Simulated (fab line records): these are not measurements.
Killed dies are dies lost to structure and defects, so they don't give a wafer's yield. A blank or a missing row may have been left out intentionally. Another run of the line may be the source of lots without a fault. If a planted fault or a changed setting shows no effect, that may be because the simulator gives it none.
Matching of chambers || flow n5_finfet || pecvd-03 running N5_BEOL_M0_SAQP_PECVD_04: 3 sister chambers
The step deposits a-Si from SiH4/He, target thk 60 nm, time 60.2 s. 3 wafers are shown with their chamber, then 11 later ones without.

== WAFERS PAIRED WITH THEIR CHAMBERS ==
{"wafer": "L083.4", "chamber": 2, "throttle_valve_pct (%)": 17.6}
{"wafer": "L084.5", "chamber": 1, "throttle_valve_pct (%)": 20.0}
{"wafer": "L089.4", "chamber": 0, "throttle_valve_pct (%)": 18.8}

== WAFERS WHOSE CHAMBER IS MISSING ==
{"wafer": "L089.5", "throttle_valve_pct (%)": 17.8}
{"wafer": "L089.6", "throttle_valve_pct (%)": 20.1}
{"wafer": "L090.1", "throttle_valve_pct (%)": 20.0}
{"wafer": "L090.3", "throttle_valve_pct (%)": 18.8}
{"wafer": "L090.5", "throttle_valve_pct (%)": 18.7}
{"wafer": "L092.2", "throttle_valve_pct (%)": 20.2}
{"wafer": "L092.3", "throttle_valve_pct (%)": 17.9}
{"wafer": "L092.6", "throttle_valve_pct (%)": 18.8}
{"wafer": "L093.2", "throttle_valve_pct (%)": 18.6}
{"wafer": "L093.3", "throttle_valve_pct (%)": 20.1}
{"wafer": "L093.5", "throttle_valve_pct (%)": 19.8}

== THE CHAMBER EACH PASSED THROUGH ==
{"wafer": "L089.5", "from the rows above": 2, "in truth": 2}
{"wafer": "L089.6", "from the rows above": 1, "in truth": 1}
{"wafer": "L090.1", "from the rows above": 1, "in truth": 1}
{"wafer": "L090.3", "from the rows above": 0, "in truth": 0}
{"wafer": "L090.5", "from the rows above": 0, "in truth": 0}
{"wafer": "L092.2", "from the rows above": 1, "in truth": 1}
{"wafer": "L092.3", "from the rows above": 2, "in truth": 2}
{"wafer": "L092.6", "from the rows above": 0, "in truth": 0}
{"wafer": "L093.2", "from the rows above": 0, "in truth": 0}
{"wafer": "L093.3", "from the rows above": 1, "in truth": 1}
{"wafer": "L093.5", "from the rows above": 1, "in truth": 1}
Correctly placed: 11 of 11. Not placeable from these rows: 0. Number placed wrongly: 0.
How it was worked out, from the rows above alone: a wafer's distance from a chamber is the root of the sum, over the readings, of the square of ((its reading less the chamber's mean) divided by the reading's scatter). If the next closest chamber is less than 2 further off than the closest, the wafer can't be placed; otherwise it belongs to the closest. For every chamber, the mean is computed from those of its wafers that are shown. The scatter (one wafer shown for each chamber): square how far every hidden wafer sits from the nearest shown wafer, average those squares and take the square root.
